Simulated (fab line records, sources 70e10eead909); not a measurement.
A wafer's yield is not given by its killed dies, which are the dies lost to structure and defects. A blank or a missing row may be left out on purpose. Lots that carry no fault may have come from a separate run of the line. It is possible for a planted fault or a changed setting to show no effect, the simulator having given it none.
Chamber matching || flow nand-harc || 4 sister chambers for NHARC_A_CONTACT_ETCH_110 on rie-diel-06
The step etches the open film in CF4/O2, target depth 50 nm, overetch 5 nm, time 27.5 s. 22 wafers are shown with their chamber, then 11 later ones without.

== WAFERS, EACH WITH ITS CHAMBER ==
{"wafer": "L074.4", "chamber": 3, "showerhead-plenum-p-Torr (Torr)": 1.39, "drypump-motor-current-A (A)": 6.0, "oes-product-au (a.u.)": 0.998}
{"wafer": "L074.5", "chamber": 1, "showerhead-plenum-p-Torr (Torr)": 1.43, "drypump-motor-current-A (A)": 6.0, "oes-product-au (a.u.)": 0.999}
{"wafer": "L074.6", "chamber": 0, "showerhead-plenum-p-Torr (Torr)": 1.31, "drypump-motor-current-A (A)": 6.5, "oes-product-au (a.u.)": 0.980}
{"wafer": "L077.1", "chamber": 1, "showerhead-plenum-p-Torr (Torr)": 1.43, "drypump-motor-current-A (A)": 6.0, "oes-product-au (a.u.)": 1.013}
{"wafer": "L077.2", "chamber": 3, "showerhead-plenum-p-Torr (Torr)": 1.39, "drypump-motor-current-A (A)": 6.0, "oes-product-au (a.u.)": 1.008}
{"wafer": "L077.4", "chamber": 0, "showerhead-plenum-p-Torr (Torr)": 1.31, "drypump-motor-current-A (A)": 6.5, "oes-product-au (a.u.)": 0.990}
{"wafer": "L075.1", "chamber": 3, "showerhead-plenum-p-Torr (Torr)": 1.39, "drypump-motor-current-A (A)": 6.0, "oes-product-au (a.u.)": 1.006}
{"wafer": "L075.5", "chamber": 2, "showerhead-plenum-p-Torr (Torr)": 1.35, "drypump-motor-current-A (A)": 5.5, "oes-product-au (a.u.)": 1.026}
{"wafer": "L075.6", "chamber": 3, "showerhead-plenum-p-Torr (Torr)": 1.39, "drypump-motor-current-A (A)": 6.0, "oes-product-au (a.u.)": 1.008}
{"wafer": "L081.1", "chamber": 3, "showerhead-plenum-p-Torr (Torr)": 1.39, "drypump-motor-current-A (A)": 6.0, "oes-product-au (a.u.)": 1.007}
{"wafer": "L081.2", "chamber": 0, "showerhead-plenum-p-Torr (Torr)": 1.31, "drypump-motor-current-A (A)": 6.4, "oes-product-au (a.u.)": 0.989}
{"wafer": "L081.4", "chamber": 1, "showerhead-plenum-p-Torr (Torr)": 1.43, "drypump-motor-current-A (A)": 6.0, "oes-product-au (a.u.)": 1.015}
{"wafer": "L080.3", "chamber": 0, "showerhead-plenum-p-Torr (Torr)": 1.30, "drypump-motor-current-A (A)": 6.5, "oes-product-au (a.u.)": 0.987}
{"wafer": "L080.5", "chamber": 3, "showerhead-plenum-p-Torr (Torr)": 1.38, "drypump-motor-current-A (A)": 6.0, "oes-product-au (a.u.)": 1.007}
{"wafer": "L080.6", "chamber": 2, "showerhead-plenum-p-Torr (Torr)": 1.35, "drypump-motor-current-A (A)": 5.5, "oes-product-au (a.u.)": 1.013}
{"wafer": "L082.4", "chamber": 0, "showerhead-plenum-p-Torr (Torr)": 1.30, "drypump-motor-current-A (A)": 6.4, "oes-product-au (a.u.)": 0.979}
{"wafer": "L082.5", "chamber": 1, "showerhead-plenum-p-Torr (Torr)": 1.43, "drypump-motor-current-A (A)": 6.0, "oes-product-au (a.u.)": 1.003}
{"wafer": "L082.6", "chamber": 0, "showerhead-plenum-p-Torr (Torr)": 1.30, "drypump-motor-current-A (A)": 6.5, "oes-product-au (a.u.)": 0.993}
{"wafer": "L085.2", "chamber": 1, "showerhead-plenum-p-Torr (Torr)": 1.43, "drypump-motor-current-A (A)": 6.0, "oes-product-au (a.u.)": 1.000}
{"wafer": "L085.4", "chamber": 3, "showerhead-plenum-p-Torr (Torr)": 1.38, "drypump-motor-current-A (A)": 6.0, "oes-product-au (a.u.)": 1.010}
{"wafer": "L085.6", "chamber": 1, "showerhead-plenum-p-Torr (Torr)": 1.43, "drypump-motor-current-A (A)": 6.1, "oes-product-au (a.u.)": 1.001}
{"wafer": "L087.1", "chamber": 1, "showerhead-plenum-p-Torr (Torr)": 1.43, "drypump-motor-current-A (A)": 6.0, "oes-product-au (a.u.)": 1.004}

SIGNATURES (means of the wafers above)
{"reading": "showerhead-plenum-p-Torr", "chamber 0": 1.3050, "chamber 1": 1.4300, "chamber 2": 1.3500, "chamber 3": 1.3871, "scatter within a chamber": 0.00403}
{"reading": "drypump-motor-current-A", "chamber 0": 6.467, "chamber 1": 6.014, "chamber 2": 5.500, "chamber 3": 6.000, "scatter within a chamber": 0.0349}
{"reading": "oes-product-au", "chamber 0": 0.98633, "chamber 1": 1.00500, "chamber 2": 1.01950, "chamber 3": 1.00629, "scatter within a chamber": 0.00567}
Rule: a wafer's distance from a chamber is the root of the sum, over the readings, of the square of ((its reading less the chamber's mean) divided by the reading's scatter). The wafer belongs to the nearest chamber; if the next one is less than 2 further off, it can't be placed. How the scatter is found: for the shown wafers, subtract from each reading the mean of its chamber, square and add these, divide the total by (wafers less chambers), then take the root.

== WAFERS MISSING THEIR CHAMBER ==
{"wafer": "L087.5", "showerhead-plenum-p-Torr (Torr)": 1.38, "drypump-motor-current-A (A)": 6.0, "oes-product-au (a.u.)": 1.000}
{"wafer": "L087.6", "showerhead-plenum-p-Torr (Torr)": 1.30, "drypump-motor-current-A (A)": 6.4, "oes-product-au (a.u.)": 0.989}
{"wafer": "L090.1", "showerhead-plenum-p-Torr (Torr)": 1.43, "drypump-motor-current-A (A)": 6.0, "oes-product-au (a.u.)": 1.004}
{"wafer": "L090.4", "showerhead-plenum-p-Torr (Torr)": 1.38, "drypump-motor-current-A (A)": 6.0, "oes-product-au (a.u.)": 0.994}
{"wafer": "L090.5", "showerhead-plenum-p-Torr (Torr)": 1.38, "drypump-motor-current-A (A)": 6.0, "oes-product-au (a.u.)": 1.005}
{"wafer": "L088.1", "showerhead-plenum-p-Torr (Torr)": 1.30, "drypump-motor-current-A (A)": 6.5, "oes-product-au (a.u.)": 0.983}
{"wafer": "L088.3", "showerhead-plenum-p-Torr (Torr)": 1.38, "drypump-motor-current-A (A)": 6.0, "oes-product-au (a.u.)": 1.006}
{"wafer": "L088.6", "showerhead-plenum-p-Torr (Torr)": 1.43, "drypump-motor-current-A (A)": 6.0, "oes-product-au (a.u.)": 1.012}
{"wafer": "L096.1", "showerhead-plenum-p-Torr (Torr)": 1.34, "drypump-motor-current-A (A)": 5.5, "oes-product-au (a.u.)": 1.014}
{"wafer": "L096.2", "showerhead-plenum-p-Torr (Torr)": 1.38, "drypump-motor-current-A (A)": 6.0, "oes-product-au (a.u.)": 1.000}
{"wafer": "L096.6", "showerhead-plenum-p-Torr (Torr)": 1.43, "drypump-motor-current-A (A)": 6.0, "oes-product-au (a.u.)": 1.000}

== CHAMBER TAKEN BY EACH ==
{"wafer": "L087.5", "from the rows above": 3, "in truth": 3}
{"wafer": "L087.6", "from the rows above": 0, "in truth": 0}
{"wafer": "L090.1", "from the rows above": 1, "in truth": 1}
{"wafer": "L090.4", "from the rows above": 3, "in truth": 3}
{"wafer": "L090.5", "from the rows above": 3, "in truth": 3}
{"wafer": "L088.1", "from the rows above": 0, "in truth": 0}
{"wafer": "L088.3", "from the rows above": 3, "in truth": 3}
{"wafer": "L088.6", "from the rows above": 1, "in truth": 1}
{"wafer": "L096.1", "from the rows above": 2, "in truth": 2}
{"wafer": "L096.2", "from the rows above": 3, "in truth": 3}
{"wafer": "L096.6", "from the rows above": 1, "in truth": 1}
Placed correctly: 11 of 11. Number that these rows cannot place: 0. Wrongly placed: 0.
